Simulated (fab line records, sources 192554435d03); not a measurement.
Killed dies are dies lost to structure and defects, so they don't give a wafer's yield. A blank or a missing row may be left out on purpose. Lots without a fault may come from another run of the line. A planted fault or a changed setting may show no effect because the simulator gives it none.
Chamber matching | flow n5_finfet | N5_BEOL_M11_ILD_DEP_00 on pecvd-04: 3 sister chambers
The step deposits SiCOH lowk from DEMS/porogen, target thk 308.51 nm, time 58 s. 18 wafers are shown with their chamber, then 9 later ones without.

WAFERS WITH THEIR CHAMBER
wafer  | chamber | heater_power_w (W) | showerhead_plenum_p_Torr (Torr) | susceptor_temp_C (C)
L074.1 | 2       | 208                | 5.745                           | 300.24
L074.2 | 1       | 257                | 5.717                           | 299.70
L074.6 | 2       | 214                | 5.744                           | 300.37
L076.1 | 1       | 256                | 5.729                           | 299.74
L076.3 | 2       | 237                | 5.753                           | 300.15
L076.4 | 2       | 245                | 5.729                           | 299.98
L077.2 | 0       | 343                | 5.717                           | 299.78
L077.3 | 1       | 244                | 5.739                           | 300.06
L077.6 | 0       | 273                | 5.732                           | 299.78
L080.1 | 0       | 318                | 5.735                           | 299.55
L080.2 | 1       | 238                | 5.736                           | 300.23
L080.6 | 1       | 262                | 5.727                           | 299.84
L087.1 | 2       | 233                | 5.738                           | 300.17
L087.3 | 1       | 273                | 5.744                           | 300.27
L087.6 | 1       | 269                | 5.733                           | 300.51
L088.1 | 1       | 236                | 5.734                           | 299.89
L088.5 | 0       | 317                | 5.734                           | 300.22
L088.6 | 1       | 245                | 5.731                           | 299.99

SIGNATURES (means of the wafers above)
reading                  | chamber 0 | chamber 1 | chamber 2 | scatter within a chamber
heater_power_w           | 312.75    | 253.33    | 227.40    | 18.2
showerhead_plenum_p_Torr | 5.72950   | 5.73222   | 5.74180   | 0.00819
susceptor_temp_C         | 299.8325  | 300.0256  | 300.1820  | 0.244
Rule: a wafer's distance from a chamber is the root of the sum, over the readings, of the square of ((its reading less the chamber's mean) divided by the reading's scatter). The wafer belongs to the nearest chamber; if the next one is less than 2 further off, it can't be placed. The scatter: the root of (the sum of the squares of (reading less its chamber's mean) over the shown wafers, divided by (wafers less chambers)).

WAFERS WITHOUT THEIR CHAMBER
wafer  | heater_power_w (W) | showerhead_plenum_p_Torr (Torr) | susceptor_temp_C (C)
L090.2 | 279                | 5.716                           | 299.83
L090.5 | 222                | 5.740                           | 299.67
L090.6 | 283                | 5.736                           | 300.03
L093.3 | 195                | 5.736                           | 299.79
L093.4 | 291                | 5.744                           | 299.90
L093.5 | 209                | 5.734                           | 299.87
L092.2 | 324                | 5.731                           | 299.62
L092.3 | 250                | 5.731                           | 300.32
L092.4 | 255                | 5.736                           | 300.28

WHICH CHAMBER EACH WENT THROUGH
wafer  | from the rows above          | in truth
L090.2 | can't be placed: 0 or 1 or 2 | 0
L090.5 | can't be placed: 2 or 1      | 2
L090.6 | can't be placed: 1 or 0 or 2 | 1
L093.3 | can't be placed: 2 or 1      | 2
L093.4 | can't be placed: 0 or 1 or 2 | 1
L093.5 | can't be placed: 2 or 1      | 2
L092.2 | 0                            | 0
L092.3 | can't be placed: 1 or 2      | 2
L092.4 | can't be placed: 1 or 2      | 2
Placed correctly: 1 of 9. Can't be placed from these rows: 8 (the true chamber is among the candidates in 8). Placed wrongly: 0.
